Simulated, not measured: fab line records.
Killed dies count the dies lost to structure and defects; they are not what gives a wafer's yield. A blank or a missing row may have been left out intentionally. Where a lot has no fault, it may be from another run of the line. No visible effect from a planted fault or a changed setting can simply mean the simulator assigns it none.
Matching of chambers | flow nandHarc | NHARC_A_CHANNEL_FILL_D1_ALD_02 on aldHk-01 has 4 sister chambers
The step deposits SiO2, target thk 6 nm, pulse time 10 s, ald cycles 60. 4 wafers are shown with their chamber, then 10 later ones without.

WAFERS WITH THEIR CHAMBER
wafer  | chamber | heaterPowerW (W)
L089.4 | 1       | 455
L089.5 | 2       | 461
L090.1 | 0       | 464
L090.2 | 3       | 419

WAFERS WHOSE CHAMBER IS MISSING
wafer  | heaterPowerW (W)
L090.6 | 459
L091.4 | 446
L091.5 | 466
L091.6 | 424
L093.1 | 457
L093.2 | 435
L093.6 | 465
L094.1 | 466
L094.3 | 454
L094.6 | 479

WHICH CHAMBER EACH ONE RAN IN
wafer  | from the rows above               | in truth
L090.6 | can't be placed: 2 or 1 or 0      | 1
L091.4 | can't be placed: 1 or 2 or 0      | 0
L091.5 | can't be placed: 0 or 2 or 1      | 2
L091.6 | 3                                 | 3
L093.1 | can't be placed: 1 or 2 or 0      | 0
L093.2 | can't be placed: 3 or 1 or 2 or 0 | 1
L093.6 | can't be placed: 0 or 2 or 1      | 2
L094.1 | can't be placed: 0 or 2 or 1      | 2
L094.3 | can't be placed: 1 or 2 or 0      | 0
L094.6 | can't be placed: 0 or 2 or 1      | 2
Correctly placed: 1 of 10. Not placeable from these rows: 9 (in 9, the candidates include the true chamber). Wrongly placed: 0.
How it was worked out, from the rows above alone: a wafer's distance from a chamber is the root of the sum, over the readings, of the square of ((its reading less the chamber's mean) divided by the reading's scatter). If the next closest chamber is less than 2 further off than the closest, the wafer can't be placed; otherwise it belongs to the closest. A chamber's mean is the mean of its shown wafers. The scatter: with one shown wafer a chamber, the root of the mean of the squares of how far each hidden wafer lies from its nearest shown one.
